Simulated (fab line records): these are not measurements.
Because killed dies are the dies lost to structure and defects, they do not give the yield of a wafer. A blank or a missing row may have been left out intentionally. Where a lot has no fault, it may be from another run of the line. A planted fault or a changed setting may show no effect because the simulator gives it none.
Split-lot trial || flow n5 finfet || 7 lots, 39 wafers read, on a route of 1938 steps

SPLIT DETAILS
At N5_ZERO_LAYER_PECVD_02 (deposits SiO2 from SiH4/N2O, target thk 10 nm, time 6 s), the setting target thk a was moved away from the recipe's 100 angstrom on 15 of the 39 wafers read, by -15.4% to +15.2%. All remaining wafers had this setting at the recipe value.

The split's own step is where the reading is taken.

THE READING
SiO2_of_ZERO_LAYER_PECVD_02.thk nm (the simulator's own value, which no gauge read), in nm, at N5_ZERO_LAYER_PECVD_02 (deposits SiO2 from SiH4/N2O, target thk 10 nm, time 6 s). There is no usual value for it anywhere in the file. The 24 wafers here that ran the recipe average 9.883 nm, standard deviation 0.22 nm.

{"wafer": "L077.1", "tool, chamber at the split": "pecvd-02, 0", "target thk a as run, angstrom": 100, "against the recipe": "recipe", "SiO2_of_ZERO_LAYER_PECVD_02.thk nm, nm": 9.793, "against lot-mates on the recipe": "-"}
{"wafer": "L077.2", "tool, chamber at the split": "pecvd-02, 1", "target thk a as run, angstrom": 100, "against the recipe": "recipe", "SiO2_of_ZERO_LAYER_PECVD_02.thk nm, nm": 9.897, "against lot-mates on the recipe": "-"}
{"wafer": "L077.3", "tool, chamber at the split": "pecvd-02, 2", "target thk a as run, angstrom": 84.64, "against the recipe": "-15.4%", "SiO2_of_ZERO_LAYER_PECVD_02.thk nm, nm": 8.338, "against lot-mates on the recipe": -1.649}
{"wafer": "L077.4", "tool, chamber at the split": "pecvd-02, 2", "target thk a as run, angstrom": 84.64, "against the recipe": "-15.4%", "SiO2_of_ZERO_LAYER_PECVD_02.thk nm, nm": 8.582, "against lot-mates on the recipe": -1.405}
{"wafer": "L077.5", "tool, chamber at the split": "pecvd-02, 0", "target thk a as run, angstrom": 84.64, "against the recipe": "-15.4%", "SiO2_of_ZERO_LAYER_PECVD_02.thk nm, nm": 8.432, "against lot-mates on the recipe": -1.555}
{"wafer": "L077.6", "tool, chamber at the split": "pecvd-02, 1", "target thk a as run, angstrom": 100, "against the recipe": "recipe", "SiO2_of_ZERO_LAYER_PECVD_02.thk nm, nm": 10.27, "against lot-mates on the recipe": "-"}
{"wafer": "L078.1", "tool, chamber at the split": "pecvd-02, 2", "target thk a as run, angstrom": 100, "against the recipe": "recipe", "SiO2_of_ZERO_LAYER_PECVD_02.thk nm, nm": 9.698, "against lot-mates on the recipe": "-"}
{"wafer": "L078.2", "tool, chamber at the split": "pecvd-02, 0", "target thk a as run, angstrom": 100, "against the recipe": "recipe", "SiO2_of_ZERO_LAYER_PECVD_02.thk nm, nm": 9.495, "against lot-mates on the recipe": "-"}
{"wafer": "L078.3", "tool, chamber at the split": "pecvd-02, 1", "target thk a as run, angstrom": 111.9, "against the recipe": "+11.9%", "SiO2_of_ZERO_LAYER_PECVD_02.thk nm, nm": 11.07, "against lot-mates on the recipe": "+1.430"}
{"wafer": "L078.4", "tool, chamber at the split": "pecvd-02, 1", "target thk a as run, angstrom": 111.9, "against the recipe": "+11.9%", "SiO2_of_ZERO_LAYER_PECVD_02.thk nm, nm": 11.1, "against lot-mates on the recipe": "+1.460"}
{"wafer": "L078.5", "tool, chamber at the split": "pecvd-02, 0", "target thk a as run, angstrom": 100, "against the recipe": "recipe", "SiO2_of_ZERO_LAYER_PECVD_02.thk nm, nm": 9.728, "against lot-mates on the recipe": "-"}
{"wafer": "L078.6", "tool, chamber at the split": "pecvd-02, 2", "target thk a as run, angstrom": 111.9, "against the recipe": "+11.9%", "SiO2_of_ZERO_LAYER_PECVD_02.thk nm, nm": 10.98, "against lot-mates on the recipe": "+1.340"}
{"wafer": "L079.1", "tool, chamber at the split": "pecvd-02, 2", "target thk a as run, angstrom": 100, "against the recipe": "recipe", "SiO2_of_ZERO_LAYER_PECVD_02.thk nm, nm": 9.727, "against lot-mates on the recipe": "-"}
{"wafer": "L079.2", "tool, chamber at the split": "pecvd-02, 1", "target thk a as run, angstrom": 100, "against the recipe": "recipe", "SiO2_of_ZERO_LAYER_PECVD_02.thk nm, nm": 9.697, "against lot-mates on the recipe": "-"}
{"wafer": "L079.3", "tool, chamber at the split": "pecvd-02, 0", "target thk a as run, angstrom": 115.2, "against the recipe": "+15.2%", "SiO2_of_ZERO_LAYER_PECVD_02.thk nm, nm": 11.2, "against lot-mates on the recipe": "+1.414"}
{"wafer": "L079.4", "tool, chamber at the split": "pecvd-02, 0", "target thk a as run, angstrom": 115.2, "against the recipe": "+15.2%", "SiO2_of_ZERO_LAYER_PECVD_02.thk nm, nm": 11.38, "against lot-mates on the recipe": "+1.594"}
{"wafer": "L079.5", "tool, chamber at the split": "pecvd-02, 1", "target thk a as run, angstrom": 100, "against the recipe": "recipe", "SiO2_of_ZERO_LAYER_PECVD_02.thk nm, nm": 9.933, "against lot-mates on the recipe": "-"}
{"wafer": "L079.6", "tool, chamber at the split": "pecvd-02, 2", "target thk a as run, angstrom": 115.2, "against the recipe": "+15.2%", "SiO2_of_ZERO_LAYER_PECVD_02.thk nm, nm": 11.47, "against lot-mates on the recipe": "+1.684"}
{"wafer": "L084.1", "tool, chamber at the split": "pecvd-04, 0", "target thk a as run, angstrom": 100, "against the recipe": "recipe", "SiO2_of_ZERO_LAYER_PECVD_02.thk nm, nm": 9.945, "against lot-mates on the recipe": "-"}
{"wafer": "L084.5", "tool, chamber at the split": "pecvd-04, 1", "target thk a as run, angstrom": 100, "against the recipe": "recipe", "SiO2_of_ZERO_LAYER_PECVD_02.thk nm, nm": 10.02, "against lot-mates on the recipe": "-"}
{"wafer": "L084.6", "tool, chamber at the split": "pecvd-04, 2", "target thk a as run, angstrom": 100, "against the recipe": "recipe", "SiO2_of_ZERO_LAYER_PECVD_02.thk nm, nm": 9.856, "against lot-mates on the recipe": "-"}
{"wafer": "L091.1", "tool, chamber at the split": "pecvd-03, 1", "target thk a as run, angstrom": 100, "against the recipe": "recipe", "SiO2_of_ZERO_LAYER_PECVD_02.thk nm, nm": 10.19, "against lot-mates on the recipe": "-"}
{"wafer": "L091.2", "tool, chamber at the split": "pecvd-03, 2", "target thk a as run, angstrom": 93.32, "against the recipe": "-6.7%", "SiO2_of_ZERO_LAYER_PECVD_02.thk nm, nm": 9.485, "against lot-mates on the recipe": -0.798}
{"wafer": "L091.3", "tool, chamber at the split": "pecvd-03, 0", "target thk a as run, angstrom": 93.32, "against the recipe": "-6.7%", "SiO2_of_ZERO_LAYER_PECVD_02.thk nm, nm": 9.326, "against lot-mates on the recipe": -0.957}
{"wafer": "L091.4", "tool, chamber at the split": "pecvd-03, 0", "target thk a as run, angstrom": 93.32, "against the recipe": "-6.7%", "SiO2_of_ZERO_LAYER_PECVD_02.thk nm, nm": 9.442, "against lot-mates on the recipe": -0.841}
{"wafer": "L091.5", "tool, chamber at the split": "pecvd-03, 2", "target thk a as run, angstrom": 100, "against the recipe": "recipe", "SiO2_of_ZERO_LAYER_PECVD_02.thk nm, nm": 10.15, "against lot-mates on the recipe": "-"}
{"wafer": "L091.6", "tool, chamber at the split": "pecvd-03, 1", "target thk a as run, angstrom": 100, "against the recipe": "recipe", "SiO2_of_ZERO_LAYER_PECVD_02.thk nm, nm": 10.51, "against lot-mates on the recipe": "-"}
{"wafer": "L092.1", "tool, chamber at the split": "pecvd-04, 1", "target thk a as run, angstrom": 100, "against the recipe": "recipe", "SiO2_of_ZERO_LAYER_PECVD_02.thk nm, nm": 9.916, "against lot-mates on the recipe": "-"}
{"wafer": "L092.2", "tool, chamber at the split": "pecvd-04, 2", "target thk a as run, angstrom": 100, "against the recipe": "recipe", "SiO2_of_ZERO_LAYER_PECVD_02.thk nm, nm": 9.784, "against lot-mates on the recipe": "-"}
{"wafer": "L092.3", "tool, chamber at the split": "pecvd-04, 0", "target thk a as run, angstrom": 100, "against the recipe": "recipe", "SiO2_of_ZERO_LAYER_PECVD_02.thk nm, nm": 9.724, "against lot-mates on the recipe": "-"}
{"wafer": "L092.4", "tool, chamber at the split": "pecvd-04, 0", "target thk a as run, angstrom": 100, "against the recipe": "recipe", "SiO2_of_ZERO_LAYER_PECVD_02.thk nm, nm": 9.796, "against lot-mates on the recipe": "-"}
{"wafer": "L092.5", "tool, chamber at the split": "pecvd-04, 2", "target thk a as run, angstrom": 100, "against the recipe": "recipe", "SiO2_of_ZERO_LAYER_PECVD_02.thk nm, nm": 9.803, "against lot-mates on the recipe": "-"}
{"wafer": "L092.6", "tool, chamber at the split": "pecvd-04, 1", "target thk a as run, angstrom": 100, "against the recipe": "recipe", "SiO2_of_ZERO_LAYER_PECVD_02.thk nm, nm": 10.05, "against lot-mates on the recipe": "-"}
{"wafer": "L097.1", "tool, chamber at the split": "pecvd-02, 1", "target thk a as run, angstrom": 100, "against the recipe": "recipe", "SiO2_of_ZERO_LAYER_PECVD_02.thk nm, nm": 9.816, "against lot-mates on the recipe": "-"}
{"wafer": "L097.2", "tool, chamber at the split": "pecvd-02, 2", "target thk a as run, angstrom": 106.9, "against the recipe": "+6.9%", "SiO2_of_ZERO_LAYER_PECVD_02.thk nm, nm": 10.35, "against lot-mates on the recipe": "+0.616"}
{"wafer": "L097.3", "tool, chamber at the split": "pecvd-02, 0", "target thk a as run, angstrom": 100, "against the recipe": "recipe", "SiO2_of_ZERO_LAYER_PECVD_02.thk nm, nm": 9.576, "against lot-mates on the recipe": "-"}
{"wafer": "L097.4", "tool, chamber at the split": "pecvd-02, 2", "target thk a as run, angstrom": 106.9, "against the recipe": "+6.9%", "SiO2_of_ZERO_LAYER_PECVD_02.thk nm, nm": 10.41, "against lot-mates on the recipe": "+0.676"}
{"wafer": "L097.5", "tool, chamber at the split": "pecvd-02, 1", "target thk a as run, angstrom": 106.9, "against the recipe": "+6.9%", "SiO2_of_ZERO_LAYER_PECVD_02.thk nm, nm": 10.79, "against lot-mates on the recipe": "+1.056"}
{"wafer": "L097.6", "tool, chamber at the split": "pecvd-02, 0", "target thk a as run, angstrom": 100, "against the recipe": "recipe", "SiO2_of_ZERO_LAYER_PECVD_02.thk nm, nm": 9.811, "against lot-mates on the recipe": "-"}

FIT RESULTS
A straight line over all 39 wafers: SiO2_of_ZERO_LAYER_PECVD_02.thk nm changes by +0.0934 nm for each +1% of target thk a; r = +0.96; the points scatter about the line by 0.2 nm.
The same after taking each lot's own level away (the mean of its wafers on the recipe; 39 wafers): +0.107 nm for each +1%; r = +0.98; scatter 0.14 nm.
Per that fit: largest target thk a move, reading shift of 1.6 nm.
Across the lots, their own levels run from 9.6403 to 10.2833 nm, a range of 2.9 times the standard deviation given above.
Thus the slope moves with the lot-to-lot level: the two fits are different.
Check: -1.64 nm against its lot-mates is what the line predicts for one of the wafers moved furthest among these (-15.4%) when that wafer is left out of the fit. Against them it came out at -1.65 nm.

FILE'S OWN FIT
SiO2_of_ZERO_LAYER_PECVD_02.thk nm changes by +0.107 nm for each +1% of target thk a, r = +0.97.
